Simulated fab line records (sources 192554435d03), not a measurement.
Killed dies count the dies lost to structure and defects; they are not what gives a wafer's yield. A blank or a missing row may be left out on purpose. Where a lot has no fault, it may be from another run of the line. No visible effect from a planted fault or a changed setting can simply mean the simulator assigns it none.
A lot that was struck, set against a sound lot || flow n5-finfet || 36 out of 1938 route steps
Sound: these wafers, L704.2, L704.3, L704.5. Wafers struck: L691.1, L691.3, L691.4. At the end, the cause is stated.
Each step with rows lists, per side, the tool, then ch with its chambers, then its first start. Under that, the readings that differ: sound wafers || struck wafers || difference of the means || sigmas: that difference in standard deviations of wafers without a fault.
alike: same words and numbers on both sides, and readings whose means sit less than 2 such deviations apart. not compared: any withheld reading, any reading some wafer has no value for, any bound like >300 that may hide the same value, and any number with overlapping values for which the record gives no deviation.
Wherever a step has rows on one side only, a row that says differs or no value, or a row with sigmas, the two part there. Non-overlapping numbers with no deviation appear without sigmas and do not part them. A reading that every wafer of one side lacks parts them only if that side has two wafers or more.

first, 9 steps without rows for these wafers: N5_BEOL_M13_PRE_CLEAN_42 (time 30 s); N5_BEOL_M13_SPUTTER_43 (material TaN, target thk 15 nm, time 24.19 s); N5_BEOL_M13_SPUTTER_44 (material Ta, target thk 10 nm, time 16.13 s); N5_BEOL_M13_SPUTTER_45 (material Cu, target thk 80 nm, time 13.33 s); N5_BEOL_M13_ECD_47 (material Cu, target thk 936 nm); N5_BEOL_M13_ANNEAL_48 (time 90 s); N5_BEOL_M13_CMP_49 (polishes, stops on SiOC, t overpolish 17.1 s, target thk 420 nm); N5_BEOL_M13_PRE_CLEAN_52 (time 15 s); N5_BEOL_M13_DEP_53 (deposits SiCN from 3MS/NH3, target thk 50 nm, time 17.8 s).
N5_BEOL_M14_ILD_DEP_00: deposits SiO2 from TEOS/O2, target thk 1119.3 nm, time 237.4 s.
  sound on pecvd-04 ch 0,1,2, day 16 12:59; struck on pecvd-04 ch 0,2, day 13 13:11
{"reading": "susceptor-temp-C (C)", "sound": "399.48 399.84 400.13", "struck": "403.99 403.84 403.96", "difference": "+4.11", "sigmas": "+19"}
  alike: heater-power-w, showerhead-plenum-p-Torr, throttle-valve-pct
  not compared: model.SiO2_of_BEOL_M14_ILD_DEP_00.thk-nm
then, 10 steps without rows for these wafers: N5_BEOL_M14_COAT_58 (time 60 s, resist thk 89 nm); N5_BEOL_M14_COAT_04 (resist thk 800 nm); N5_BEOL_M14_EBR_06; N5_BEOL_M14_SOFTBAKE_05 (time 60 s); N5_BEOL_M14_EXPOSE_07 (exposes mask V13); N5_BEOL_M14_PEB_08 (peb time 90 s); N5_BEOL_M14_DEVELOP_09 (develop time 45 s); N5_BEOL_M14_HARDBAKE_14 (time 120 s); N5_BEOL_M14_DESCUM_15 (chemistry O2, time 7.9 s); N5_BEOL_M14_ETCH_59 (etches BARC in N2/H2, target depth 89 nm, overetch 26.7 nm, time 67.9 s).
N5_BEOL_M14_VIA_ETCH_16: etches SiO2 in C4F8/O2/Ar, target depth 1231.3 nm.
  sound on rie-diel-06 ch 1,2,3, day 16 13:57; struck on rie-diel-04 ch 0,1,3, day 13 14:02
  alike: drypump-motor-current-A, oes-product-au, rf-vpp-V, showerhead-plenum-p-Torr, throttle-valve-pct
  not compared: model.etch.depth-nm
then, 13 steps without rows for these wafers: N5_BEOL_M14_STRIP_63 (strips in O2); N5_BEOL_M14_STRIP_64 (strips in O2); N5_BEOL_M14_STRIP_71 (strips in post etch residue remover, time 60 s); N5_BEOL_M14_SRD_72 (time 30 s, dry time 30 s); N5_BEOL_M14_COAT_65 (time 60 s, resist thk 450 nm); N5_BEOL_M14_COAT_66 (time 60 s, resist thk 110 nm); N5_BEOL_M14_COAT_22 (resist thk 300 nm); N5_BEOL_M14_EBR_24; N5_BEOL_M14_SOFTBAKE_23 (time 60 s); N5_BEOL_M14_EXPOSE_25 (exposes mask M14, target cd 280 nm); N5_BEOL_M14_PEB_26 (peb time 90 s); N5_BEOL_M14_DEVELOP_27 (develop time 45 s); N5_BEOL_M14_HARDBAKE_32 (time 120 s).
N5_BEOL_M14_CMP_49: polishes, stops on SiO2, t overpolish 5.2 s, target thk 560 nm.
  sound on cmp-01 ch 0,1,2, day 16 17:16; struck on cmp-01 ch 0,1,3, day 13 22:36
  alike: barrier-field-endpoint-s, motor-current-A, overpolish-run-s, retaining-ring-pressure-frac, time-to-endpoint-s
  not compared: model.SiO2_of_BEOL_M14_ILD_DEP_00.thk-nm
N5_PASSIVATION_PROBE_49:
  record: rows for the struck wafers here (prober-01, day 14 20:02), none for the sound ones

## WHERE THEY PART
Earliest at N5_BEOL_M14_ILD_DEP_00; latest, in this record, at N5_PASSIVATION_PROBE_49.

WHY: whatever the simulator had introduced
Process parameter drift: pecvd-04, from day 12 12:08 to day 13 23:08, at N5_BEOL_M14_ILD_DEP_00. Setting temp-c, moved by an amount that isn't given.
